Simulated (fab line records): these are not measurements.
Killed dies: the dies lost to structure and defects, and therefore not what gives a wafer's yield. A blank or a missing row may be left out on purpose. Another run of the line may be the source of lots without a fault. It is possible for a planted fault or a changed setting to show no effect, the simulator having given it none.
fab line records | flow nand-harc
record: lots: 15 | wafers: 43 | last-day: 25
route steps=1159 shown P_BONDPAD@379 A_SOURCE_PLATE@423 A_ONON_D1@424 END@1159
lots that met no fault: taken from a fault-free run of the same line
start-h: hours from the record's opening day to when the first of the lot's shown wafers began | wait-h: hours since the lot's step before | " as in the row above | L1.1+2: one row covering several wafers at once | - no value present, or no start provided | * or withheld: withheld | < > ~ a bound
route shown NAME@n: NAME is a module with steps in the file, n the number in the route of the first one | usual: the fault-free wafers' mean and standard deviation | same: alike in all rows | chamber/n: place in a boat | sites: each site's reading | _std_site: the values' standard deviation | _edge_site: inner sites' mean taken away from outer sites' mean | radius-mm: for every site, how far away it sits from the centre of the wafer | mask NAME#n: copy n | behind: the last tool/chamber to shape the wafer | hold: what put the lot on hold/how long, in hours/how the hold closed | device: names the non-switching transistor (n, p or np) | end of line: tests run on the same wafers once the route is complete | a step with no rows: only its recipe | killed: dies that structure and defects cost at the first sort, which is not the same as the wafer's yield | map: per-die view of a wafer (x killed, . not killed, _ where there is no die)
set.NAME: the setting the step ran with; set.NAME@STEP: the setting that earlier step ran with | model.NAME: the simulator's own value behind a step, which no gauge read
route steps across a sampled set of lots; one table per step, one row per wafer
services: the hour from which a tool's chamber was out of use, counted from the record's first day as start-h (under 0 if before that day), plus the number of hours and why
== steps ==
step: NHARC_P_BONDPAD_ANNEAL_28
recipe: temp-c: 225 | time-s: 90
usual: wafer_temp_C_max: 226.6/0.58
lot.wafer | tool          | chamber | start-h | wait-h | wafer_temp_C_max
L979.1    | rtp-anneal-01 | 0       | 138.80  | 0.3    | 227.3
L979.2    | "             | 0       | "       | "      | 226.8
L979.3    | "             | 0       | "       | "      | 226.9
L980.1    | rtp-anneal-01 | 0       | 139.23  | -      | 226.8
L980.3    | "             | 0       | "       | "      | 226.8
L980.5    | "             | 0       | "       | "      | 227.3
L982.2    | rtp-anneal-02 | 0       | 149.33  | 0.5    | 226.0
L982.4    | "             | 0       | "       | "      | 226.2
L982.5    | "             | 0       | "       | "      | 225.9
L981.2    | rtp-anneal-01 | 0       | 149.73  | 0.4    | 227.2
L981.4    | "             | 0       | "       | "      | 227.0
L981.6    | "             | 0       | "       | "      | 226.4
L983.2    | rtp-anneal-02 | 0       | 161.14  | -      | 225.8
L983.4    | "             | 0       | "       | "      | 225.7
L983.5    | "             | 0       | "       | "      | 225.5
L986.1    | rtp-anneal-01 | 0       | 172.22  | -      | 226.5
L986.3    | "             | 0       | "       | "      | 227.5
L986.5    | "             | 0       | "       | "      | 226.3
L985.1    | rtp-anneal-02 | 0       | 173.12  | -      | 226.0
L985.5    | "             | 0       | "       | "      | 226.2
L985.6    | "             | 0       | "       | "      | 225.8
L987.4    | rtp-anneal-01 | 0       | 179.38  | 0.3    | 226.5
L987.5    | "             | 0       | "       | "      | 226.2
L988.1    | rtp-anneal-02 | 0       | 182.22  | -      | 226.2
L988.4    | "             | 0       | "       | "      | 226.3
L994.2    | rtp-anneal-01 | 0       | 223.99  | -      | 227.0
L994.4    | "             | 0       | "       | "      | 227.7
L994.5    | "             | 0       | "       | "      | 227.1
L997.1    | rtp-anneal-01 | 0       | 240.21  | 0.3    | 227.1
L997.3    | "             | 0       | "       | "      | 226.9
L997.5    | "             | 0       | "       | "      | 226.7
L100.2    | rtp-anneal-01 | 0       | 250.92  | 0.4    | 227.1
L100.4    | "             | 0       | "       | "      | 227.0
L100.6    | "             | 0       | "       | "      | 227.1
L999.1    | rtp-anneal-01 | 0       | 252.38  | -      | 226.8
L999.2    | "             | 0       | "       | "      | 226.4
L999.5    | "             | 0       | "       | "      | 226.6
L101.1    | rtp-anneal-02 | 0       | 265.62  | -      | 226.0
L101.2    | "             | 0       | "       | "      | 226.0
L101.3    | "             | 0       | "       | "      | 225.9
L102.2    | rtp-anneal-02 | 0       | 272.39  | -      | 226.4
L102.4    | "             | 0       | "       | "      | 226.0
L102.6    | "             | 0       | "       | "      | 226.0
step: NHARC_A_SOURCE_PLATE_INSPECT_08
usual: raw-defect-count: 63/24
lot.wafer | tool              | chamber | start-h | wait-h | raw-defect-count
L979.1    | defect-inspect-02 | -       | 163.02  | 0.0    | 39
L979.2    | "                 | -       | "       | "      | 36
L979.3    | "                 | -       | "       | "      | 41
L980.1    | defect-inspect-02 | -       | 163.06  | 0.0    | 71
L980.3    | "                 | -       | "       | "      | 58
L980.5    | "                 | -       | "       | "      | 52
L981.2    | defect-inspect-02 | -       | 173.82  | 0.0    | 105
L981.4    | "                 | -       | "       | "      | 43
L981.6    | "                 | -       | "       | "      | 94
L982.2    | defect-inspect-01 | -       | 173.82  | 0.0    | 31
L982.4    | "                 | -       | "       | "      | 56
L982.5    | "                 | -       | "       | "      | 55
L983.2    | defect-inspect-02 | -       | 185.33  | 0.0    | 72
L983.4    | "                 | -       | "       | "      | 55
L983.5    | "                 | -       | "       | "      | 91
L986.1    | defect-inspect-02 | -       | 197.44  | 0.0    | 79
L986.3    | "                 | -       | "       | "      | 28
L986.5    | "                 | -       | "       | "      | 94
L985.1    | defect-inspect-01 | -       | 197.44  | 0.0    | 68
L985.5    | "                 | -       | "       | "      | 87
L985.6    | "                 | -       | "       | "      | 94
L987.4    | defect-inspect-01 | -       | 203.30  | 0.0    | 66
L987.5    | "                 | -       | "       | "      | 71
L988.1    | defect-inspect-02 | -       | 206.71  | 0.0    | 93
L988.4    | "                 | -       | "       | "      | 76
L994.2    | defect-inspect-02 | -       | 248.26  | 0.0    | 38
L994.4    | "                 | -       | "       | "      | 45
L994.5    | "                 | -       | "       | "      | 34
L997.1    | defect-inspect-02 | -       | 265.51  | 0.0    | 94
L997.3    | "                 | -       | "       | "      | 74
L997.5    | "                 | -       | "       | "      | 27
L100.2    | defect-inspect-01 | -       | 275.68  | 0.0    | 60
L100.4    | "                 | -       | "       | "      | 60
L100.6    | "                 | -       | "       | "      | 61
L999.1    | defect-inspect-02 | -       | 275.68  | 0.0    | 24
L999.2    | "                 | -       | "       | "      | 30
L999.5    | "                 | -       | "       | "      | 83
L101.1    | defect-inspect-01 | -       | 289.86  | 0.0    | 55
L101.2    | "                 | -       | "       | "      | 62
L101.3    | "                 | -       | "       | "      | 24
L102.2    | defect-inspect-01 | -       | 296.33  | 0.0    | 70
L102.4    | "                 | -       | "       | "      | 48
L102.6    | "                 | -       | "       | "      | 120
step: NHARC_A_ONON_D1_DEP_00
recipe: target-thk-a: 10000 | n2-flow-sccm: 2750 | n2o-flow-sccm: 2000 | nh3-flow-sccm: 500 | sih4-flow-sccm: 210 | temp-c: 400
lot.wafer  | tool          | chamber | start-h | wait-h
L979.1+2+3 | pecvd-onon-02 | 0       | 163.09  | 0.1
L980.1+3+5 | pecvd-onon-04 | 0       | 163.43  | 0.4
L982.2+4+5 | pecvd-onon-03 | 0       | 173.95  | 0.1
L981.2+4+6 | pecvd-onon-02 | 0       | 173.95  | 0.1
L983.2+4+5 | pecvd-onon-03 | 0       | 185.45  | 0.1
L986.1+3+5 | pecvd-onon-03 | 0       | 197.50  | 0.1
L985.1+5+6 | pecvd-onon-04 | 0       | 197.50  | 0.1
L987.4+5   | pecvd-onon-03 | 0       | 203.54  | 0.2
L988.1+4   | pecvd-onon-03 | 0       | 206.77  | 0.1
L994.2+4+5 | pecvd-onon-02 | 0       | 248.39  | 0.1
L997.1+3+5 | pecvd-onon-02 | 0       | 265.57  | 0.1
L100.2+4+6 | pecvd-onon-02 | 0       | 275.82  | 0.1
L999.1+2+5 | pecvd-onon-03 | 0       | 275.88  | 0.2
L101.1+2+3 | pecvd-onon-03 | 0       | 289.93  | 0.1
L102.2+4+6 | pecvd-onon-04 | 0       | 296.45  | 0.1
step: NHARC_A_ONON_D1_THK_MEAS_02
recipe: thk-meas-gauge: ellipsometry
usual: thk-nm: 1000/8.1
lot.wafer | tool          | chamber | start-h | wait-h | thk-nm
L979.1    | film-metro-02 | -       | 163.60  | -      | 1005
L979.2    | "             | -       | "       | "      | 1003
L979.3    | "             | -       | "       | "      | 1003
L980.1    | film-metro-01 | -       | 163.94  | -      | 1001
L980.3    | "             | -       | "       | "      | 1001
L980.5    | "             | -       | "       | "      | 1002
L982.2    | film-metro-01 | -       | 174.40  | -      | 1003
L982.4    | "             | -       | "       | "      | 1004
L982.5    | "             | -       | "       | "      | 1002
L981.2    | film-metro-02 | -       | 174.40  | -      | 993
L981.4    | "             | -       | "       | "      | 991
L981.6    | "             | -       | "       | "      | 993
L983.2    | film-metro-02 | -       | 185.90  | -      | 1011
L983.4    | "             | -       | "       | "      | 1010
L983.5    | "             | -       | "       | "      | 1014
L986.1    | film-metro-01 | -       | 198.01  | -      | 735
L986.3    | "             | -       | "       | "      | 1007
L986.5    | "             | -       | "       | "      | 734
L985.1    | film-metro-02 | -       | 198.04  | -      | 1007
L985.5    | "             | -       | "       | "      | 1008
L985.6    | "             | -       | "       | "      | 1007
L987.4    | film-metro-01 | -       | 203.88  | -      | 996
L987.5    | "             | -       | "       | "      | 725
L988.1    | film-metro-01 | -       | 207.28  | -      | 734
L988.4    | "             | -       | "       | "      | 1003
L994.2    | film-metro-01 | -       | 248.84  | -      | 1011
L994.4    | "             | -       | "       | "      | 1010
L994.5    | "             | -       | "       | "      | 1009
L997.1    | film-metro-02 | -       | 266.08  | -      | 1019
L997.3    | "             | -       | "       | "      | 1017
L997.5    | "             | -       | "       | "      | 1019
L100.2    | film-metro-02 | -       | 276.28  | -      | 1000
L100.4    | "             | -       | "       | "      | 999
L100.6    | "             | -       | "       | "      | 998
L999.1    | film-metro-02 | -       | 276.39  | -      | 989
L999.2    | "             | -       | "       | "      | 991
L999.5    | "             | -       | "       | "      | 990
L101.1    | film-metro-01 | -       | 290.44  | -      | 1008
L101.2    | "             | -       | "       | "      | 1007
L101.3    | "             | -       | "       | "      | 1008
L102.2    | film-metro-02 | -       | 296.91  | -      | 1002
L102.4    | "             | -       | "       | "      | 1002
L102.6    | "             | -       | "       | "      | 1001
step: NHARC_END_SORT_01
recipe: temp-c: 25
usual: killed-at-array: 26/10 | killed-at-other: 0.8/1.1 | killed-at-periphery: 3.3/2.6 | killed-dies: 30/11 | killed-open: 3.4/1.8 | killed-short: 2.0/1.3
same: gross-dies: 677
lot.wafer | tool      | chamber | start-h | wait-h | killed-at-array | killed-at-other | killed-at-periphery | killed-dies | killed-open | killed-short
L986.1    | prober-01 | 0       | 481.08  | 2.5    | 668             | 2               | 7                   | 677         | 4           | 2
L986.3    | prober-01 | 0       | 482.67  | 3.1    | 12              | 1               | 2                   | 15          | 0           | 1
L986.5    | prober-01 | 0       | 484.26  | 3.7    | 669             | 1               | 7                   | 677         | 2           | 1
L988.1    | prober-01 | 0       | 489.46  | 2.5    | 675             | 1               | 1                   | 677         | 4           | 4
L988.4    | prober-01 | 0       | 491.84  | 3.4    | 22              | 5               | 1                   | 28          | 6           | 3
L987.4    | prober-02 | 0       | 491.94  | 3.4    | 19              | 0               | 4                   | 23          | 3           | 2
L987.5    | prober-02 | 0       | 492.75  | 3.7    | 674             | 0               | 3                   | 677         | 4           | 2
L994.5    | prober-01 | 0       | 532.29  | 3.7    | 35              | 0               | 2                   | 37          | 4           | 3
L997.1    | prober-01 | 0       | 556.09  | 2.5    | 10              | 0               | 2                   | 12          | 1           | 0
L997.3    | prober-01 | 0       | 557.68  | 3.1    | 17              | 0               | 1                   | 18          | 5           | 0
L997.5    | prober-01 | 0       | 559.27  | 3.7    | 21              | 1               | 3                   | 25          | 3           | 3
killed by level:class
L986.1 A_ONON_D1:area-dep=651 A_STAIRCASE:chamber-film-flake=6 P_M2:chamber-film-flake=5 A_CHANNEL_HOLE_D1:chamber-film-flake=3 A_WL_FILL:chamber-film-flake=2 THIN_TSV:chamber-film-flake=2 P_STI:geometric-particle:open=1 P_GATE:geometric-particle:open=1
L986.3 A_CONTACT:chamber-film-flake=6 A_STAIRCASE:chamber-film-flake=3 A_CHANNEL_HOLE_D1:chamber-film-flake=2 A_M0:geometric-particle:short=1 P_ZERO_WELL:chamber-film-flake=1 P_M2:chamber-film-flake=1 THIN_TSV:chamber-film-flake=1
L986.5 A_ONON_D1:area-dep=652 A_STAIRCASE:chamber-film-flake=7 P_M2:chamber-film-flake=6 A_CHANNEL_HOLE_D1:chamber-film-flake=3 A_WL_FILL:chamber-film-flake=2 A_CONTACT:chamber-film-flake=2 P_M0:geometric-particle:open=1 A_CHANNEL_FILL_D1:geometric-particle:open=1
L988.1 A_ONON_D1:area-dep=652 A_CHANNEL_HOLE_D1:chamber-film-flake=6 A_SLIT:chamber-film-flake=4 A_STAIRCASE:chamber-film-flake=3 A_ONON_D1:geometric-particle:open=2 A_CONTACT:chamber-film-flake=2 P_CONTACT:geometric-particle:short=1 A_ONON_D1:geometric-particle:short=1
L988.4 THIN_TSV:chamber-film-flake=5 A_STAIRCASE:chamber-film-flake=4 A_CHANNEL_HOLE_D1:chamber-film-flake=4 A_CONTACT:chamber-film-flake=4 A_CONTACT:geometric-particle:open=2 A_BLC:geometric-particle:open=2 A_ONON_D1:geometric-particle:short=1 A_CHANNEL_HOLE_D1:geometric-particle:short=1
L987.4 A_STAIRCASE:chamber-film-flake=5 P_ZERO_WELL:chamber-film-flake=3 A_CHANNEL_HOLE_D1:chamber-film-flake=3 A_CONTACT:geometric-particle:open=2 A_SLIT:chamber-film-flake=2 A_CONTACT:chamber-film-flake=2 P_CONTACT:geometric-particle:short=1 A_WL_FILL:geometric-particle:open=1
L987.5 A_ONON_D1:area-dep=652 A_STAIRCASE:chamber-film-flake=6 A_CHANNEL_HOLE_D1:chamber-film-flake=3 A_CONTACT:chamber-film-flake=3 A_WL_FILL:geometric-particle:open=2 P_ZERO_WELL:chamber-film-flake=2 A_ZERO_WELL:chamber-film-flake=2 P_CONTACT:geometric-particle:open=1
L994.5 A_SLIT:chamber-film-flake=14 A_CONTACT:chamber-film-flake=11 A_CHANNEL_HOLE_D1:chamber-film-flake=3 P_M1:geometric-particle:open=1 A_SOURCE_PLATE:geometric-particle:short=1 A_ONON_D1:geometric-particle:open=1 A_CHANNEL_FILL_D1:geometric-particle:short=1 A_SGD_CUT:geometric-particle:open=1
L997.1 A_CHANNEL_HOLE_D1:chamber-film-flake=5 A_CONTACT:chamber-film-flake=3 A_CONTACT:geometric-particle:open=1 P_ZERO_WELL:chamber-film-flake=1 P_GATE:chamber-film-flake=1 A_SLIT:chamber-film-flake=1
L997.3 A_CHANNEL_HOLE_D1:chamber-film-flake=10 A_CONTACT:geometric-particle:open=3 A_ONON_D1:geometric-particle:open=1 A_CHANNEL_FILL_D1:geometric-particle:open=1 P_BONDPAD:chamber-film-flake=1 A_CHANNEL_FILL_D1:chamber-film-flake=1 A_CONTACT:chamber-film-flake=1
L997.5 A_CHANNEL_HOLE_D1:chamber-film-flake=7 A_CONTACT:chamber-film-flake=7 A_CHANNEL_FILL_D1:geometric-particle:open=2 P_GATE:chamber-film-flake=2 A_ONON_D1:geometric-particle:short=1 A_CHANNEL_FILL_D1:geometric-particle:short=1 A_WL_FILL:geometric-particle:short=1 A_BLC:geometric-particle:open=1
== services ==
tool          | chamber | start-h | hours | kind
pecvd-onon-03 | -       | 153.00  | 13.0  | pm
pecvd-onon-04 | -       | 237.28  | 13.0  | pm
pecvd-onon-02 | -       | 292.00  | 13.0  | pm
== key ==
first-sign: step: NHARC_A_ONON_D1_THK_MEAS_02 | reading: thk-nm | direction: down | sigmas: 33 | usual: 1000 | struck: 732
effect: step: NHARC_END_SORT_01 | reading: killed-at-array | direction: up | sigmas: 62 | usual: 26 | struck: 672
more-kills-born-at: NHARC_A_ONON_D1_DEP_00@pecvd-onon-03: 2607
met-at NHARC_A_ONON_D1_DEP_00
struck-lots L986,L987,L988
struck-wafers L986.1,L986.5,L987.5,L988.1
later-rows-left-out L986.1,L986.5,L987.5,L988.1
tester-left-out L986,L987,L988
not-acting-at NHARC_P_BONDPAD_ANNEAL_28,NHARC_A_SOURCE_PLATE_INSPECT_08
onset-between 185.45 197.50
fault: kind: process-parameter-drift | tool: pecvd-onon-03 | chamber: - | onset-h: 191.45 | steps: NHARC_A_ONON_D1_DEP_00 | channel: target-thk-a | offset: * | shape: step | end-h: 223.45 | scope: struck-wafers-only | acts-in: * | stated: *
tester-left-out: of these lots the tester's yield and bins aren't shown, on N5 and GAA mostly nor the transistor test; their killed dies are dies lost to structure and defects alone, not to doping, threshold or leakage, so they don't give the yield
later-rows-left-out: the simulator's readings of these wafers behind a module that went badly wrong aren't trusted and aren't shown, but for the sort
